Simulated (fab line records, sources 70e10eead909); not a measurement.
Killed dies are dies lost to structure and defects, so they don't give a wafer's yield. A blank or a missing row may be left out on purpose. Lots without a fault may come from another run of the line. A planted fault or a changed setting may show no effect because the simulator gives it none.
Which tool did it? | flow nand_harc | 13 lots, 39 wafers sampled, at 5 steps of a route of 1302

WHAT THE GAUGES READ, wafer by wafer
NHARC_THIN_TSV_CD_MEAS_12: target cd 1000 nm. Usual: cd_nm 1000.0 nm, standard deviation 1.8.
lot  | measured     | on        | cd_nm (nm)           | flag
L484 | day 24 00:38 | cd_sem-01 | 999.5 1003.1 998.1   |
L485 | day 24 07:45 | cd_sem-03 | 1000.8 998.0 1002.7  |
L486 | day 24 06:32 | cd_sem-02 | 1003.0 1002.0 1003.3 |
L488 | day 25 17:55 | cd_sem-01 | 1001.5 1002.4 1000.8 |
L489 | day 27 00:31 | cd_sem-01 | 998.4 1001.9 1000.4  |
L492 | day 27 23:46 | cd_sem-03 | 1002.2 999.3 1000.2  |
L494 | day 28 00:58 | cd_sem-01 | 998.8 1001.5 1000.4  |
L498 | day 29 18:00 | cd_sem-02 | 997.9 998.5 1002.7   |
L499 | day 29 19:13 | cd_sem-03 | 1000.3 1000.5 998.3  |
L500 | day 30 22:41 | cd_sem-02 | 996.5 998.6 996.5    |
L502 | day 31 09:52 | cd_sem-01 | 1001.1 1000.4 1000.5 |
L503 | day 31 16:43 | cd_sem-02 | 1000.1 1003.2 998.5  |
L506 | day 32 21:22 | cd_sem-01 | 999.6 998.3 1001.0   |

NHARC_END_SORT_01. Usual: defect_limited_yield 91.1 %, standard deviation 2.9; killed_at_array 55, standard deviation 20; killed_at_other 1.1, standard deviation 1.2; killed_at_periphery 3.8, standard deviation 2.8; killed_dies 60, standard deviation 19; killed_open 3.4, standard deviation 1.9; killed_short 2.2, standard deviation 1.5.
lot  | measured     | on        | defect_limited_yield (%) | killed_at_array | killed_at_other | killed_at_periphery | killed_dies | killed_open | killed_short | flag
L492 | day 28 15:43 | prober-01 | 75.8 75.0 73.9           | 64 73 78        | 1 0 0           | 99 96 99            | 164 169 177 | 3 2 1       | 3 0 2        | OFF
L494 | day 28 14:54 | prober-02 | 76.7 80.2 79.3           | 55 52 46        | 1 1 2           | 102 81 92           | 158 134 140 | 3 1 6       | 4 3 4        | OFF

WHICH TOOL RAN EACH LOT (tool, then ch and the chambers of the sampled wafers, then the start)
lot  | NHARC_P_M0_PVD_20            | NHARC_THIN_TSV_ETCH_44             | NHARC_THIN_TSV_DEGAS_49
L484 | pvd_sputter-02, day 6 13:32  | rie_diel-09 ch 1,2, day 24 00:56   | pvd_sputter-03, day 24 04:14
L485 | pvd_sputter-02, day 6 16:44  | rie_diel-10 ch 0,1,3, day 24 08:07 | pvd_sputter-02, day 24 10:34
L486 | pvd_sputter-02, day 7 08:41  | rie_diel-09 ch 2,3, day 24 06:50   | pvd_sputter-02, day 24 09:19
L488 | pvd_sputter-02, day 8 03:25  | rie_diel-10 ch 0,1,2, day 25 18:16 | pvd_sputter-02, day 25 20:47
L489 | pvd_sputter-02, day 8 18:07  | rie_diel-11 ch 1,2,3, day 27 00:46 | pvd_sputter-02, day 27 03:17
L492 | pvd_sputter-02, day 10 02:32 | rie_diel-09 ch 1,2, day 28 00:00   | pvd_sputter-03, day 28 02:36
L494 | pvd_sputter-02, day 10 17:15 | rie_diel-11 ch 0,2,3, day 28 01:12 | pvd_sputter-03, day 28 03:48
L498 | pvd_sputter-03, day 12 13:14 | rie_diel-09 ch 0,2,3, day 29 18:15 | pvd_sputter-03, day 29 20:46
L499 | pvd_sputter-03, day 12 20:11 | rie_diel-09 ch 0,1,3, day 29 19:34 | pvd_sputter-03, day 29 22:02
L500 | pvd_sputter-02, day 13 07:11 | rie_diel-11 ch 0,3, day 30 22:55   | pvd_sputter-01, day 31 01:31
L502 | pvd_sputter-03, day 13 19:14 | rie_diel-09 ch 0,1,2, day 31 10:07 | pvd_sputter-01, day 31 12:38
L503 | pvd_sputter-02, day 14 05:29 | rie_diel-11 ch 0,1,3, day 31 16:58 | pvd_sputter-03, day 31 19:32
L506 | pvd_sputter-02, day 15 17:29 | rie_diel-11 ch 0,1,3, day 32 21:37 | pvd_sputter-02, day 33 00:18
- NHARC_P_M0_PVD_20: deposits TaN, target thk 5 nm, time 8.06 s.
- NHARC_THIN_TSV_ETCH_44: etches the open film in CF4/O2, target depth 1594.2 nm, time 797.1 s.
- NHARC_THIN_TSV_DEGAS_49: time 120 s.

WHAT THE TOOLS THEMSELVES READ (means of the sampled wafers that have a number; where no wafer has one, the mark that the record gives instead)
NHARC_P_M0_PVD_20. Usual: cathode_dc_power_W 15000 W, standard deviation 2.8; throttle_valve_pct 30.1 %, standard deviation 1.
lot  | tool           | cathode_dc_power_W (W) | throttle_valve_pct (%) | flag
L484 | pvd_sputter-02 | 14999                  | 31.2                   |
L485 | pvd_sputter-02 | 15003                  | 30.4                   |
L486 | pvd_sputter-02 | 15000                  | 30.5                   |
L488 | pvd_sputter-02 | 14999                  | 30.5                   |
L489 | pvd_sputter-02 | 15000                  | 30.2                   |
L492 | pvd_sputter-02 | 15000                  | 31.1                   |
L494 | pvd_sputter-02 | 15000                  | 29.9                   |
L498 | pvd_sputter-03 | 14999                  | 29.5                   |
L499 | pvd_sputter-03 | 15001                  | 29.6                   |
L500 | pvd_sputter-02 | 15001                  | 30.5                   |
L502 | pvd_sputter-03 | 15003                  | 29.9                   |
L503 | pvd_sputter-02 | 14999                  | 30.4                   |
L506 | pvd_sputter-02 | 15001                  | 30.6                   |

NHARC_THIN_TSV_ETCH_44. Usual: cf4_flow_sccm 150.0 sccm, standard deviation 0.45; drypump_motor_current_A 5.8 A, standard deviation 0.53; oes_product_au 1.001 a.u., standard deviation 0.0099; rf_vpp_V 795 V, standard deviation 3.9; showerhead_plenum_p_Torr 1.84 Torr, standard deviation 0.062; throttle_valve_pct 16.915 %, standard deviation 0.01.
lot  | tool        | cf4_flow_sccm (sccm) | drypump_motor_current_A (A) | oes_product_au (a.u.) | rf_vpp_V (V) | showerhead_plenum_p_Torr (Torr) | throttle_valve_pct (%) | flag
L484 | rie_diel-09 | 149.9                | 5.8                         | 1.003                 | 798          | 1.90                            | 16.911                 |
L485 | rie_diel-10 | 149.6                | 5.1                         | 0.992                 | 790          | 1.76                            | 16.922                 |
L486 | rie_diel-09 | 149.2                | 6.0                         | 0.991                 | 798          | 1.89                            | 16.912                 |
L488 | rie_diel-10 | 149.4                | 5.1                         | 1.006                 | 794          | 1.82                            | 16.913                 |
L489 | rie_diel-11 | 150.0                | 6.6                         | 1.000                 | 797          | 1.86                            | 16.915                 |
L492 | rie_diel-09 | 149.6                | 5.8                         | 1.009                 | 798          | 1.90                            | 16.917                 |
L494 | rie_diel-11 | 150.3                | 6.1                         | 1.011                 | 795          | 1.83                            | 16.907                 |
L498 | rie_diel-09 | 149.9                | 5.9                         | 0.994                 | 798          | 1.88                            | 16.916                 |
L499 | rie_diel-09 | 149.7                | 5.9                         | 1.001                 | 797          | 1.86                            | 16.911                 |
L500 | rie_diel-11 | 149.9                | 5.8                         | 0.993                 | 793          | 1.81                            | 16.909                 |
L502 | rie_diel-09 | 150.3                | 5.8                         | 1.001                 | 798          | 1.89                            | 16.915                 |
L503 | rie_diel-11 | 150.0                | 6.2                         | 1.004                 | 795          | 1.83                            | 16.915                 |
L506 | rie_diel-11 | 150.1                | 6.2                         | 1.008                 | 794          | 1.83                            | 16.918                 |

NHARC_THIN_TSV_DEGAS_49. Usual: heater_power_w 455 W, standard deviation 36.
lot  | tool           | heater_power_w (W) | flag
L484 | pvd_sputter-03 | 445                |
L485 | pvd_sputter-02 | 418                |
L486 | pvd_sputter-02 | 422                |
L488 | pvd_sputter-02 | 442                |
L489 | pvd_sputter-02 | 423                |
L492 | pvd_sputter-03 | 479                |
L494 | pvd_sputter-03 | 453                |
L498 | pvd_sputter-03 | 464                |
L499 | pvd_sputter-03 | 456                |
L500 | pvd_sputter-01 | 511                |
L502 | pvd_sputter-01 | 497                |
L503 | pvd_sputter-03 | 457                |
L506 | pvd_sputter-02 | 439                |

THE ANSWER, worked out from the rows above alone
Rule: a lot is off if the mean of its wafers that have a number lies more than 3 standard deviations from the usual mean. A lot without any number at a reading at which 4 lots or more have one is off too. The other lots that the step has rows for count as sound. The gauges are gone through in route order, then the tools' own readings, and for those a lot's mean is taken as printed above. The first step at which some lot is off is used, and at that step the reading that is off furthest; a lot without a number counts as furthest.
Off: L492, L494, at NHARC_END_SORT_01 (killed_at_periphery). Neither off nor sound, because the step has no rows for them: L484, L485, L486, L488, L489, L498, L499, L500, L502, L503, L506.
A tool fits if, at a process step before that reading, it ran every lot that is off, and no sound lot after the first of them. The gauges at NHARC_END_SORT_01 are tried like those tools. Can't be told from this: 2 tools fit, pvd_sputter-02 at NHARC_P_M0_PVD_20, pvd_sputter-03 at NHARC_THIN_TSV_DEGAS_49.

WHAT THE SIMULATOR HAD PUT IN
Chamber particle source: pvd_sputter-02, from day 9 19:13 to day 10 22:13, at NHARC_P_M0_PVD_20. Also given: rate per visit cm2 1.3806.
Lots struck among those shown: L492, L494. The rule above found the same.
